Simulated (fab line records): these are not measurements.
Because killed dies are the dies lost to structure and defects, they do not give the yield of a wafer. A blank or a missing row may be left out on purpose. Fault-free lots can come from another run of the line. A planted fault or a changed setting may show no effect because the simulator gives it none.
Which tool was responsible? :: flow n5Finfet :: 36 wafers from 12 lots sampled at 4 of the route's 1938 steps

WHAT EACH GAUGE READ, for each wafer
N5_ILD0_THK_MEAS_04.
lot: L075
measured: day 3 21:15
on: filmMetro-02
thkNm (nm): 197.0 197.5 197.0

lot: L077
measured: day 4 08:37
on: filmMetro-01
thkNm (nm): 196.7 197.8 196.3

lot: L079
measured: day 4 17:46
on: filmMetro-02
thkNm (nm): 196.0 197.5 195.6

lot: L081
measured: day 5 08:16
on: filmMetro-02
thkNm (nm): 198.4 195.9 196.1

lot: L083
measured: day 5 19:17
on: filmMetro-01
thkNm (nm): 196.9 198.7 196.8

lot: L085
measured: day 6 10:47
on: filmMetro-02
thkNm (nm): 198.9 198.4 198.7

lot: L087
measured: day 6 21:59
on: filmMetro-01
thkNm (nm): 197.7 198.5 195.2

lot: L089
measured: day 7 07:26
on: filmMetro-02
thkNm (nm): 197.7 197.3 195.7

lot: L091
measured: day 8 00:03
on: filmMetro-02
thkNm (nm): 196.2 196.7 198.5

lot: L093
measured: day 8 07:20
on: filmMetro-02
thkNm (nm): 196.0 195.8 197.4

lot: L095
measured: day 9 00:43
on: filmMetro-01
thkNm (nm): 196.2 198.2 198.1

lot: L097
measured: day 9 07:05
on: filmMetro-02
thkNm (nm): 197.5 198.9 196.9

WHICH TOOL RAN EACH LOT (tool, then ch and the chambers of the sampled wafers, then the start)
lot: L075
N5_SD_EPI_N_ETCH_34: rieDiel-02 ch 0,2,3, day 3 09:37
N5_SD_EPI_N_STRIP_38: plasmaAsher-01 ch 0,1, day 3 10:23
N5_SD_EPI_N_LINER_46: aldSin-03 ch 0,1,3, day 3 13:18

lot: L077
N5_SD_EPI_N_ETCH_34: rieDiel-05 ch 0,2, day 3 21:01
N5_SD_EPI_N_STRIP_38: plasmaAsher-02 ch 0,1, day 3 21:46
N5_SD_EPI_N_LINER_46: aldSin-02 ch 1,2,3, day 4 00:41

lot: L079
N5_SD_EPI_N_ETCH_34: rieDiel-02 ch 0,2, day 4 05:58
N5_SD_EPI_N_STRIP_38: plasmaAsher-02 ch 0,1, day 4 06:43
N5_SD_EPI_N_LINER_46: aldSin-03 ch 0,2, day 4 09:38

lot: L081
N5_SD_EPI_N_ETCH_34: rieDiel-05 ch 1,2,3, day 4 19:31
N5_SD_EPI_N_STRIP_38: plasmaAsher-02 ch 0,1, day 4 20:17
N5_SD_EPI_N_LINER_46: aldSin-01 ch 1,2,3, day 4 23:12

lot: L083
N5_SD_EPI_N_ETCH_34: rieDiel-05 ch 1,2,3, day 5 07:46
N5_SD_EPI_N_STRIP_38: plasmaAsher-01 ch 0,1, day 5 08:31
N5_SD_EPI_N_LINER_46: aldSin-03 ch 0,1,3, day 5 11:29

lot: L085
N5_SD_EPI_N_ETCH_34: rieDiel-02 ch 0,3, day 5 21:15
N5_SD_EPI_N_STRIP_38: plasmaAsher-01 ch 0,1, day 5 22:01
N5_SD_EPI_N_LINER_46: aldSin-01 ch 1,2,3, day 6 01:56

lot: L087
N5_SD_EPI_N_ETCH_34: rieDiel-02 ch 1,2, day 6 08:10
N5_SD_EPI_N_STRIP_38: plasmaAsher-01 ch 0,1, day 6 08:55
N5_SD_EPI_N_LINER_46: aldSin-01 ch 1,2, day 6 12:40

lot: L089
N5_SD_EPI_N_ETCH_34: rieDiel-05 ch 0,1, day 6 18:55
N5_SD_EPI_N_STRIP_38: plasmaAsher-01 ch 0,1, day 6 19:40
N5_SD_EPI_N_LINER_46: aldSin-02 ch 0,3, day 6 22:42

lot: L091
N5_SD_EPI_N_ETCH_34: rieDiel-04 ch 1,2,3, day 7 09:30
N5_SD_EPI_N_STRIP_38: plasmaAsher-01 ch 0,1, day 7 10:15
N5_SD_EPI_N_LINER_46: aldSin-02 ch 0,1,2, day 7 14:04

lot: L093
N5_SD_EPI_N_ETCH_34: rieDiel-04 ch 0,2,3, day 7 18:06
N5_SD_EPI_N_STRIP_38: plasmaAsher-02 ch 0,1, day 7 18:52
N5_SD_EPI_N_LINER_46: aldSin-03 ch 0,1,2, day 7 22:10

lot: L095
N5_SD_EPI_N_ETCH_34: rieDiel-02 ch 0,1, day 8 09:07
N5_SD_EPI_N_STRIP_38: plasmaAsher-02 ch 0,1, day 8 09:52
N5_SD_EPI_N_LINER_46: aldSin-03 ch 0,2,3, day 8 12:52

lot: L097
N5_SD_EPI_N_ETCH_34: rieDiel-02 ch 1,2, day 8 19:20
N5_SD_EPI_N_STRIP_38: plasmaAsher-01 ch 0,1, day 8 20:06
N5_SD_EPI_N_LINER_46: aldSin-03 ch 0,1,2, day 8 23:06
- N5_SD_EPI_N_ETCH_34: etches SiARC in CF4, target depth 45.5 nm, time 75.8 s.
- N5_SD_EPI_N_STRIP_38: strips in N2/H2.
- N5_SD_EPI_N_LINER_46: material SiNx, target thk 3 nm.

THE ANSWER, worked out from the rows above alone
Rule: the usual values come from the lots themselves. Put in order of their means at a reading, lots are off if they are a third of the lots or fewer, leave a main group of 4 or more, and stand apart from it by a gap of 3 or more times the standard deviation of the main group's means; of several such gaps the widest counts. A main group is skipped when, at the precision printed for the reading in the tables above, its means are all equal. A lot without any number at a reading at which 4 lots or more have one is off too. Where the step has rows for the other lots, those lots are counted as sound.
Across all readings shown, no lot is off: no conclusion can be drawn from this.

WHAT HAD BEEN PUT IN BY THE SIMULATOR
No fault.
